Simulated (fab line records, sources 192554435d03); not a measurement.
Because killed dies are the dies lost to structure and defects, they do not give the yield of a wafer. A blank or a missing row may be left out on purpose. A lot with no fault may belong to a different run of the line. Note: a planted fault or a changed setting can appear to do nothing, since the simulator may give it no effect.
Lot-split experiment	flow n5 finfet	21 wafers read from 7 lots, route of 1938 steps

## THE SPLIT
At N5_BEOL_M2_TRENCH_ETCH_37 (etches SiOC in C4F6/O2, target depth 55.555 nm, time 29.2 s), the setting bias w was moved away from the recipe's 185 W on 7 of the 21 wafers read, by -11.6% to +12.4%. The other wafers ran this setting at the recipe's value.

The split's own step is where the reading is taken.

## THE READING
rf vpp V, in V, at N5_BEOL_M2_TRENCH_ETCH_37 (etches SiOC in C4F6/O2, target depth 55.555 nm, time 29.2 s). Typical for fault-free wafers on this fab line: 664 V, with standard deviation 7.5 V.

wafer	tool, chamber at the split	bias w as run, W	against the recipe	rf vpp V, V	against lot-mates on the recipe
L078.3	rie diel-01, 3	169.6	-8.3%	618	-50
L078.5	rie diel-01, 3	169.6	-8.3%	617	-51
L078.6	rie diel-01, 2	185	recipe	668	-
L081.1	rie diel-03, 1	185	recipe	667	-
L081.2	rie diel-03, 2	205.5	+11.1%	720	+50
L081.4	rie diel-03, 3	185	recipe	672	-
L084.1	rie diel-04, 2	185	recipe	653	-
L084.3	rie diel-04, 3	185	recipe	655	-
L084.5	rie diel-04, 3	185	recipe	655	-
L083.2	rie diel-04, 2	185	recipe	653	-
L083.5	rie diel-04, 2	185	recipe	653	-
L083.6	rie diel-04, 3	185	recipe	655	-
L082.1	rie diel-04, 0	207.9	+12.4%	735	+83
L082.3	rie diel-04, 3	207.9	+12.4%	717	+65
L082.6	rie diel-04, 2	185	recipe	652	-
L096.2	rie diel-04, 0	185	recipe	670	-
L096.3	rie diel-04, 3	185	recipe	655	-
L096.6	rie diel-04, 2	185	recipe	653	-
L097.2	rie diel-03, 0	163.6	-11.6%	598	-66
L097.3	rie diel-03, 2	163.6	-11.6%	605	-59
L097.4	rie diel-03, 2	185	recipe	664	-

THE FIT
A straight line over all 21 wafers: rf vpp V changes by +5.22 V for each +1% of bias w; r = +0.98; the points scatter about the line by 7 V.
The same after taking each lot's own level away (the mean of its wafers on the recipe; 21 wafers): +5.6 V for each +1%; r = +0.99; scatter 5.6 V.
That fit puts the effect of the largest move of bias w on the reading at 69 V.
The span of the lots' own levels, 652.0 to 669.5 V, comes to 2.3 times the standard deviation stated above.
Consequently the slope shifts little with the lot-to-lot level, the two slopes agreeing.
Check: for one of the wafers moved furthest among these (+12.4%), held out of the fit, the line's prediction against its lot-mates is +64.7 V. Against them it came out at +83 V.
Tool readings at the split's step, against how far the setting was moved: rf vpp V r = +0.98.

## FURTHER SPLITS ON THESE WAFERS
Before the reading, these wafers also passed through other splits. Each is held against what the fit with the lots' levels taken away leaves over:
other split on the same wafers	wafers away from the commonest value	r with rf vpp V (lot level and that fit taken away)
N5_BEOL_M0_ETCH_109 bias w	6	-0.14
N5_BEOL_M1_ILD_DEP_00 time s	5	+0.33
N5_BEOL_M1_PECVD_72 time s	9	+0.02
N5_BEOL_M1_TRENCH_ETCH_37 time s	7	-0.04
N5_BEOL_M2_ETCH_69 bias w	2	-0.09

## THE FILE'S OWN FIT
rf vpp V changes by +5.45 V for each +1% of bias w, r = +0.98.
